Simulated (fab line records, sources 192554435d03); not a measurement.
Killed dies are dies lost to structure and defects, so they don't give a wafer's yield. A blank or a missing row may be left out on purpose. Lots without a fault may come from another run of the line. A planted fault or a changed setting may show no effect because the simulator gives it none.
Tool commonality check | flow n5_finfet | 10 lots, 30 wafers sampled

WHY IT WAS OPENED
At N5_BEOL_M10_CD_MEAS_28 the reading cd_nm is flagged on 2 of 10 lots. Wafers without a fault read 69.9 nm, standard deviation 0.96.
Rule: a lot is flagged when every wafer of it that has a number lies more than 4 standard deviations from that mean, or none has a number. The other lots count as sound.

lot  | measured     | on        | cd_nm (nm), wafer by wafer | flag
L747 | day 10 09:04 | cd_sem-02 | 69.7 70.5 69.3             |
L748 | day 10 10:26 | cd_sem-02 | 69.2 71.2 69.6             |
L753 | day 11 20:01 | cd_sem-02 | 69.6 69.4 68.8             |
L755 | day 11 22:11 | cd_sem-02 | 68.8 70.9 69.5             |
L757 | day 12 12:52 | cd_sem-01 | 71.4 70.0 69.7             |
L760 | day 13 16:32 | cd_sem-02 | 70.0 70.7 69.8             |
L765 | day 14 18:49 | cd_sem-01 | 67.8 68.4 69.0             |
L767 | day 14 22:07 | cd_sem-01 | 75.4 75.2 75.9             | FLAGGED
L768 | day 15 03:37 | cd_sem-03 | 77.1 77.8 77.8             | FLAGGED
L769 | day 16 02:19 | cd_sem-01 | 67.7 69.4 69.9             |
The numbers of the flagged lots are 76.5 nm on average: +6.6 nm against the usual, or +7 standard deviations.

WHICH TOOL RAN EACH LOT
The record holds 4 process steps before the reading, out of a route of 1938 steps. In each cell: the tool, then ch and the chambers that the sampled wafers went through, then the start.
lot  | flag    | N5_BEOL_M10_DESCUM_16              | N5_BEOL_M10_ETCH_62                | N5_BEOL_M10_STRIP_67               | N5_BEOL_M10_PEB_26
L747 |         | rie_diel-05 ch 0,1,3, day 10 07:03 | rie_diel-05 ch 0,1,3, day 10 07:08 | rie_diel-05 ch 0,1,3, day 10 07:17 | litho_track-03 ch 0, day 10 08:59
L748 |         | rie_diel-04 ch 0,1,2, day 10 08:56 | rie_diel-04 ch 0,1,2, day 10 09:01 | rie_diel-04 ch 0,1,2, day 10 09:10 | litho_track-01 ch 0, day 10 10:23
L753 |         | rie_diel-04 ch 0,1,3, day 11 18:17 | rie_diel-04 ch 0,1,3, day 11 18:22 | rie_diel-04 ch 0,1,3, day 11 18:31 | litho_track-04 ch 0, day 11 19:57
L755 |         | rie_diel-05 ch 0,1,3, day 11 21:17 | rie_diel-05 ch 0,1,3, day 11 21:22 | rie_diel-05 ch 0,1,3, day 11 21:31 | litho_track-01 ch 0, day 11 22:07
L757 |         | rie_diel-05 ch 0,2,3, day 12 11:54 | rie_diel-05 ch 0,2,3, day 12 11:59 | rie_diel-05 ch 0,2,3, day 12 12:08 | litho_track-01 ch 0, day 12 12:48
L760 |         | rie_diel-04 ch 1,3, day 13 13:37   | rie_diel-04 ch 1,3, day 13 13:42   | rie_diel-04 ch 1,3, day 13 13:51   | litho_track-03 ch 0, day 13 16:28
L765 |         | rie_diel-04 ch 0,1,2, day 14 17:13 | rie_diel-04 ch 0,1,2, day 14 17:18 | rie_diel-04 ch 0,1,2, day 14 17:27 | litho_track-04 ch 0, day 14 18:44
L767 | FLAGGED | rie_diel-01 ch 0,1, day 14 20:19   | rie_diel-01 ch 0,1, day 14 20:23   | rie_diel-01 ch 0,1, day 14 20:32   | litho_track-03 ch 0, day 14 22:03
L768 | FLAGGED | rie_diel-05 ch 0,1,3, day 15 02:51 | rie_diel-05 ch 0,1,3, day 15 02:56 | rie_diel-05 ch 0,1,3, day 15 03:05 | litho_track-03 ch 0, day 15 03:34
L769 |         | rie_diel-05 ch 1,2,3, day 16 01:21 | rie_diel-05 ch 1,2,3, day 16 01:26 | rie_diel-05 ch 1,2,3, day 16 01:35 | litho_track-04 ch 0, day 16 02:14
What these steps do:
- N5_BEOL_M10_DESCUM_16: chemistry O2, time 7.9 s.
- N5_BEOL_M10_ETCH_62: etches SOC in N2/H2, target depth 110 nm, overetch 22 nm, time 165 s.
- N5_BEOL_M10_STRIP_67: strips in CF4.
- N5_BEOL_M10_PEB_26: peb time 60 s.
- N5_BEOL_M10_CD_MEAS_28: target cd 70 nm.

FLAGGED OVER TOTAL, TOOL BY TOOL (the gauges that took the reading come last)
step                   | tool           | lots run | flagged | share of the flagged lots | sound lots run after its first flagged lot
N5_BEOL_M10_DESCUM_16  | rie_diel-01    | 1        | 1       | some                      | 0
N5_BEOL_M10_DESCUM_16  | rie_diel-04    | 4        | 0       | none                      | -
N5_BEOL_M10_DESCUM_16  | rie_diel-05    | 5        | 1       | some                      | 1 (L769)
N5_BEOL_M10_ETCH_62    | rie_diel-01    | 1        | 1       | some                      | 0
N5_BEOL_M10_ETCH_62    | rie_diel-04    | 4        | 0       | none                      | -
N5_BEOL_M10_ETCH_62    | rie_diel-05    | 5        | 1       | some                      | 1 (L769)
N5_BEOL_M10_STRIP_67   | rie_diel-01    | 1        | 1       | some                      | 0
N5_BEOL_M10_STRIP_67   | rie_diel-04    | 4        | 0       | none                      | -
N5_BEOL_M10_STRIP_67   | rie_diel-05    | 5        | 1       | some                      | 1 (L769)
N5_BEOL_M10_PEB_26     | litho_track-01 | 3        | 0       | none                      | -
N5_BEOL_M10_PEB_26     | litho_track-03 | 4        | 2       | all                       | 0
N5_BEOL_M10_PEB_26     | litho_track-04 | 3        | 0       | none                      | -
N5_BEOL_M10_CD_MEAS_28 | cd_sem-01      | 4        | 1       | some                      | 1 (L769)
N5_BEOL_M10_CD_MEAS_28 | cd_sem-02      | 5        | 0       | none                      | -
N5_BEOL_M10_CD_MEAS_28 | cd_sem-03      | 1        | 1       | some                      | 0

WHAT THE TABLE ALLOWS
1 row of the table ran every flagged lot: litho_track-03 at N5_BEOL_M10_PEB_26.
- litho_track-03 at N5_BEOL_M10_PEB_26: 2 of its 4 lots flagged. Its last sound lot is L760 (day 13 16:28), its first flagged lot L767 (day 14 22:03): a fault that began between those two fits.
One tool is left: litho_track-03 at N5_BEOL_M10_PEB_26.

WHAT THE SIMULATOR HAD PUT IN
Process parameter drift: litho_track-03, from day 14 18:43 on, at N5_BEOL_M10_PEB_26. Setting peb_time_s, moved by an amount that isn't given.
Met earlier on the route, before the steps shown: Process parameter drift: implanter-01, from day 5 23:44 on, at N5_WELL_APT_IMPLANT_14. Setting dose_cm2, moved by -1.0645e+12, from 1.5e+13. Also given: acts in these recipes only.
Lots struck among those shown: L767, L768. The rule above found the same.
